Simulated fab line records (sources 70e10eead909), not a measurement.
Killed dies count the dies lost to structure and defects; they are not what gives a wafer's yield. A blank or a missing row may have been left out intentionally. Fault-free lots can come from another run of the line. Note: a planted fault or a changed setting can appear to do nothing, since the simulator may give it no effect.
Comparing a struck lot with a sound one || flow nand-harc || 13 steps out of a route of 1159
Sound: the wafers L543.2, L543.4, L543.6. Struck: wafer L558.3 (L558.4, L558.5, from the same lot, were not struck and are left out); the cause is given at the end.
Each step with rows lists, per side, the tool, then ch with its chambers, then its first start. Under that, the readings that differ: sound wafers || struck wafers || difference of the means || sigmas: that difference in standard deviations of wafers without a fault.
alike: words and numbers the same on both sides, and readings whose means are apart by under 2 such deviations; not compared: readings that were withheld, readings missing a value for some wafer, numbers with overlapping values and no deviation given by the record, and bounds like >300 which may hide the same value.
Wherever a step has rows on one side only, a row that says differs or no value, or a row with sigmas, the two part there. Numbers that don't overlap but have no deviation are shown without sigmas and don't part them. Lack of a reading on every wafer of one side parts them only where that side has two or more wafers.

NHARC_A_STAIRCASE_ETCH_223: etches the open film in C4F8/O2, target depth 100 nm, time 40.5 s.
  sound on rie-diel-04 ch 0,1; struck on rie-diel-11 ch 2
  alike: oes-product-au, rf-fwd-power-W, rf-vpp-V
  not compared: rf-hours-counter-h
NHARC_A_STAIRCASE_TRIM_224: chemistry O2, time 211.2 s.
  sound on rie-diel-04 ch 1,2,3; struck on rie-diel-11 ch 0
{"reading": "oes-product-au (a.u.)", "sound": "0.992 0.992 0.994", "struck": 1.008, "difference": "+0.015", "sigmas": "+2"}
  alike: drypump-motor-current-A, rf-vpp-V, run-length-s, showerhead-plenum-p-Torr, throttle-valve-pct
  not compared: rf-hours-counter-h
then, 1 step without rows for these wafers: NHARC_A_STAIRCASE_ETCH_225 (etches the open film in C4F8/O2, target depth 100 nm, time 40.5 s).
NHARC_A_STAIRCASE_TRIM_226: chemistry O2, time 211.2 s.
  sound on rie-diel-04 ch 1,3; struck on rie-diel-11 ch 2
{"reading": "drypump-motor-current-A (A)", "sound": "5.3 6.2 6.1", "struck": 4.8, "difference": -1.1, "sigmas": -2}
  alike: oes-product-au, rf-vpp-V, run-length-s, showerhead-plenum-p-Torr, throttle-valve-pct
  not compared: rf-hours-counter-h
NHARC_A_STAIRCASE_ETCH_227: etches the open film in C4F8/O2, target depth 100 nm, time 40.5 s.
  sound on rie-diel-04 ch 0,2,3; struck on rie-diel-11 ch 0
  alike: oes-product-au, rf-fwd-power-W, rf-vpp-V
  not compared: rf-hours-counter-h
NHARC_A_STAIRCASE_TRIM_229: chemistry O2, time 211.2 s.
  sound on rie-diel-04 ch 0,1,3, day 12 04:29; struck on rie-diel-11 ch 2, day 16 02:10
{"reading": "run-length-s (s)", "sound": "232.9 232.5 232.8", "struck": 231.6, "difference": -1.1, "sigmas": -3}
  alike: drypump-motor-current-A, oes-product-au, rf-vpp-V, showerhead-plenum-p-Torr, throttle-valve-pct
  not compared: rf-hours-counter-h
then, 5 steps without rows for these wafers: NHARC_A_STAIRCASE_ETCH_230 (etches the open film in C4F8/O2, target depth 100 nm, time 40.5 s); NHARC_A_STAIRCASE_TRIM_231 (chemistry O2, time 211.2 s); NHARC_A_STAIRCASE_ETCH_232 (etches the open film in C4F8/O2, target depth 100 nm, time 40.5 s); NHARC_A_STAIRCASE_TRIM_233 (chemistry O2, time 211.2 s); NHARC_A_STAIRCASE_ETCH_234 (etches the open film in C4F8/O2, target depth 100 nm, time 40.5 s).
NHARC_A_STAIRCASE_TRIM_235: chemistry O2, time 211.2 s.
  sound on rie-diel-04 ch 1,2,3, day 12 05:32; struck on rie-diel-11 ch 0, day 16 02:53
{"reading": "run-length-s (s)", "sound": "232.1 232.7 232.9", "struck": 292.9, "difference": "+60.3", "sigmas": "+99 or more"}
  alike: drypump-motor-current-A, oes-product-au, rf-vpp-V, showerhead-plenum-p-Torr, throttle-valve-pct
  not compared: rf-hours-counter-h
then, 1 step without rows for these wafers: NHARC_A_STAIRCASE_ETCH_236 (etches the open film in C4F8/O2, target depth 100 nm, time 40.5 s).

## WHERE THEY PART
First at NHARC_A_STAIRCASE_TRIM_224; last, within this record, at NHARC_A_STAIRCASE_TRIM_235.

WHY: what had been put in by the simulator
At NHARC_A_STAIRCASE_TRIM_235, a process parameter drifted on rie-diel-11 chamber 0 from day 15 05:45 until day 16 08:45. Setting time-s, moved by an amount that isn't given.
